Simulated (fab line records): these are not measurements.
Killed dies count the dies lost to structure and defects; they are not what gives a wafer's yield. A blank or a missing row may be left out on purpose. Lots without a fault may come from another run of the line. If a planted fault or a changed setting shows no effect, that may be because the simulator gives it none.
8D (eight disciplines) problem report, filled in by code ; flow nandHarc ; the parts of the form that need people (team, actions taken, sign-off) are left out

== 1. WHAT IS WRONG ==
At NHARC_A_ONON_D1_THK_MEAS_27, thkNm averages 1531 nm over 6 wafers from 2 lots, while fault-free wafers read 1001 nm, standard deviation 9. That puts it +59 standard deviations away from the usual mean.
The step: measures by ellipsometry.
Earliest sighting: wafer L361.1 on filmMetro-02 at day 11 22:31. The record holds 39 wafers of 13 lots with a number at this step. By rule, "out" or "out of limits" means more than 4 standard deviations away from the usual mean. The other wafers with a number count as sound.

== 2. WHAT IT IS, WHAT IT ISN'T ==
question;is;is not
which readings at this step;thkNm;-
which lots;L361, L363;L345, L346, L348, L349, L350, L351, L353, L354, L358, L366, L368
which wafers of those lots;all that have a number;-
read on which gauges;filmMetro-01, filmMetro-02;-
when;from day 11 22:31;"up to then (27 sound wafers); but 6 sound wafers of L366, L368 came after"

== 3. WHAT RULES OUT EACH SUSPECT ==
Counting: a tool at any process step up to the reading remains a suspect when it ran all the lots that are out and ran no sound lot after the first of those.
- the gauge at NHARC_A_ONON_D1_THK_MEAS_27 is ruled out. 2 gauges (filmMetro-01, filmMetro-02) read the wafers that are out.
- pecvdOnon-02 at NHARC_A_ONON_D1_DEP_25 (target thk 1000 nm): kept. It processed each lot that is out, first L361 at day 11 21:59, and no sound lot thereafter; up to then, the last sound lot it processed was L354 at day 10 09:05.
Remaining after the count: pecvdOnon-02 at NHARC_A_ONON_D1_DEP_25.

== 4. THE CAUSE (what the simulator had put in) ==
pecvdOnon-02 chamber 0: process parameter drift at NHARC_A_ONON_D1_DEP_25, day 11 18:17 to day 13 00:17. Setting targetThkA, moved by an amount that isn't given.
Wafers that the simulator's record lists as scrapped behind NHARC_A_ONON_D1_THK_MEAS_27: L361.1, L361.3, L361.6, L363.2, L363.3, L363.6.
This tool alone remained once counting was done.

== 5. THE CHAIN OF EFFECTS, in route order ==
Each row: a reading whose mean over the struck wafers that have a number lies more than 3 standard deviations from the usual. Only readings whose record carries a usual standard deviation are examined. hours: median over the lots of the time between each lot's start at the first step of this table that gives one and its start at this step. sigmas: the change, counted in usual standard deviations.
hours;step;reading;usual;on struck wafers;change;sigmas
0;NHARC_A_ONON_D1_THK_MEAS_27;thkNm;1001 nm;1531;+530;+59

== 6. WHAT WOULD HAVE CAUGHT IT SOONER ==
4 hours passed between the start of the fault at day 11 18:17 and the first reading out of limits at a measuring or inspecting step in this record, taken at day 11 22:31.
Of the lots that are out (2), L363 began NHARC_A_ONON_D1_DEP_25 on pecvdOnon-02 after day 11 22:31. Had the tool been put on hold then, it would have been spared.
